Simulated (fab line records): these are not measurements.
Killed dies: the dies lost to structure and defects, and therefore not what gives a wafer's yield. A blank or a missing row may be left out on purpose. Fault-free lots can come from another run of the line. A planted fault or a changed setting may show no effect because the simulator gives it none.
Code-filled problem report in 8D (eight disciplines) form | flow n5-finfet | the parts of the form that need people (team, actions taken, sign-off) are left out

## 1. THE PROBLEM
Mean of killed-at-other at N5_PASSIVATION_PROBE_49: 114 across 6 wafers in 2 lots; on wafers with no fault it is 4 (standard deviation 3.1). That is +36 standard deviations from the usual mean.
The first sign was on wafer L329.1 at day 15 08:38, on prober-02. The record has a number at this step for 6 wafers belonging to 2 lots. Rule for "out", or "out of limits": more than 4 standard deviations from the usual mean. The rest of the wafers with a number are treated as sound.

## 2. WHAT IT IS, AND WHAT IT ISN'T
question                    | is                     | is not
which readings at this step | killed-at-other        | killed_at_M0_to_M3, killed_at_M4_up, killed-at-contacts, killed-open
which lots                  | L329, L331             | -
which wafers of those lots  | all that have a number | -
read on which tools         | prober-01, prober-02   | -
when                        | from day 15 08:38      | up to then (0 sound wafers)

## 3. THE SUSPECTS, EACH WITH WHAT RULES IT OUT
Counting: any tool at a process step up to the reading is kept as a suspect provided that every lot that is out went through it and no sound lot did after the first of them.
- rie-diel-03 at N5_PASSIVATION_ETCH_15 (etches SiCN in CF4/N2, target depth 75 nm, time 81.2 s): kept. It ran every lot that is out, first L329 (day 15 02:11), and no sound lot after that.
Remaining after the count: rie-diel-03 at N5_PASSIVATION_ETCH_15.

## 4. THE CAUSE (what the simulator had put in)
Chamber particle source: rie-diel-03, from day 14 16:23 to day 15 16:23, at N5_PASSIVATION_ETCH_15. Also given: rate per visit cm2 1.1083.
The count eliminated every tool but this one.

## 5. SEQUENCE OF EFFECTS, ordered by route
Rows list readings where the struck wafers' mean (over those with a number) sits beyond 3 standard deviations from the usual. Only readings for which the record gives a usual standard deviation are gone through. hours: the time from each lot's start at the first step in this table that gives one to its start at this step, as a median over the lots. sigmas: the change in usual standard deviations.
hours | step                    | reading              | usual  | on struck wafers | change | sigmas
0     | N5_PASSIVATION_PROBE_49 | defect-limited-yield | 91.1 % | 82.7             | -8.4   | -6.0
0     | N5_PASSIVATION_PROBE_49 | killed-at-other      | 4      | 114              | +110   | +36
0     | N5_PASSIVATION_PROBE_49 | killed-dies          | 105    | 204              | +98    | +6.2
0     | N5_PASSIVATION_PROBE_49 | sort_bin_5_function  | 5.2 %  | 10.8             | +5.6   | +6.5
0     | N5_PASSIVATION_PROBE_49 | sort-n-pass          | 1074   | 976              | -98    | -4.6
0     | N5_PASSIVATION_PROBE_49 | sort-yield-pct       | 91.0 % | 82.7             | -8.3   | -4.6
Here are the process steps it includes:
- N5_PASSIVATION_PROBE_49

## 6. HOW IT WOULD HAVE BEEN CAUGHT EARLIER
First out-of-limits reading in this record: day 15 08:38, which is 16 hours after fault onset at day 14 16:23.
No tool reading at N5_PASSIVATION_ETCH_15 that has a usual standard deviation in the record was out on any struck wafer, so an alarm limit of 4 standard deviations on those readings would not have fired.
L331, from the lots that are out (2), started N5_PASSIVATION_ETCH_15 on rie-diel-03 later than day 15 08:38. A hold on the tool at that time would have spared it.
